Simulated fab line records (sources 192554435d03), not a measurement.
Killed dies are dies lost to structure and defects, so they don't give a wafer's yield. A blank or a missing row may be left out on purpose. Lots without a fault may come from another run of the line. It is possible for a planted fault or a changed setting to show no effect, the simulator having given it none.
Matching of chambers | flow n5Finfet | N5_BEOL_M2_PRE_CLEAN_60 on cvdCo-02 has 3 sister chambers
The step time 15 s. 20 wafers are shown with their chamber, then 10 later ones without.

== WAFERS PAIRED WITH THEIR CHAMBERS ==
wafer  | chamber | heaterPowerOuterW (W) | heaterPowerW (W)
L074.3 | 1       | 19                    | 77
L074.4 | 1       | 18                    | 77
L074.6 | 0       | 16                    | 72
L081.3 | 0       | 16                    | 74
L081.5 | 2       | 13                    | 83
L081.6 | 1       | 18                    | 75
L085.1 | 2       | 13                    | 81
L085.2 | 0       | 17                    | 74
L085.3 | 1       | 18                    | 77
L087.1 | 1       | 18                    | 75
L087.3 | 2       | 13                    | 82
L087.5 | 2       | 14                    | 82
L090.1 | 2       | 13                    | 82
L090.3 | 1       | 19                    | 75
L090.6 | 1       | 19                    | 76
L088.1 | 1       | 19                    | 76
L088.4 | 2       | 13                    | 82
L088.5 | 1       | 19                    | 74
L091.1 | 1       | 19                    | 74
L091.2 | 2       | 13                    | 82

SIGNATURES, as means of the wafers listed above
reading           | chamber 0 | chamber 1 | chamber 2 | scatter within a chamber
heaterPowerOuterW | 16.33     | 18.60     | 13.14     | 0.48
heaterPowerW      | 73.33     | 75.60     | 82.00     | 1
Rule: for a wafer and a chamber, the distance is found by dividing, reading by reading, the gap between the wafer's reading and the chamber's mean by the reading's scatter, squaring, summing and taking the root. If the next closest chamber is less than 2 further off than the closest, the wafer can't be placed; otherwise it belongs to the closest. The scatter: take each reading less its chamber's mean, square it, sum over the shown wafers, divide by the number of wafers less the number of chambers, and take the root.

== WAFERS WITH NO CHAMBER GIVEN ==
wafer  | heaterPowerOuterW (W) | heaterPowerW (W)
L091.4 | 18                    | 75
L096.3 | 16                    | 75
L096.5 | 19                    | 77
L096.6 | 16                    | 74
L094.3 | 16                    | 75
L094.4 | 17                    | 75
L094.6 | 13                    | 83
L095.2 | 18                    | 75
L095.5 | 16                    | 74
L095.6 | 18                    | 74

== CHAMBER TAKEN BY EACH ==
wafer  | from the rows above     | in truth
L091.4 | 1                       | 1
L096.3 | 0                       | 0
L096.5 | 1                       | 1
L096.6 | 0                       | 0
L094.3 | 0                       | 0
L094.4 | can't be placed: 0 or 1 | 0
L094.6 | 2                       | 2
L095.2 | 1                       | 1
L095.5 | 0                       | 0
L095.6 | can't be placed: 1 or 0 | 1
Correctly placed: 8 of 10. Unplaceable from these rows: 2, with the true chamber sitting among the candidates in 2. Wrongly placed: 0.
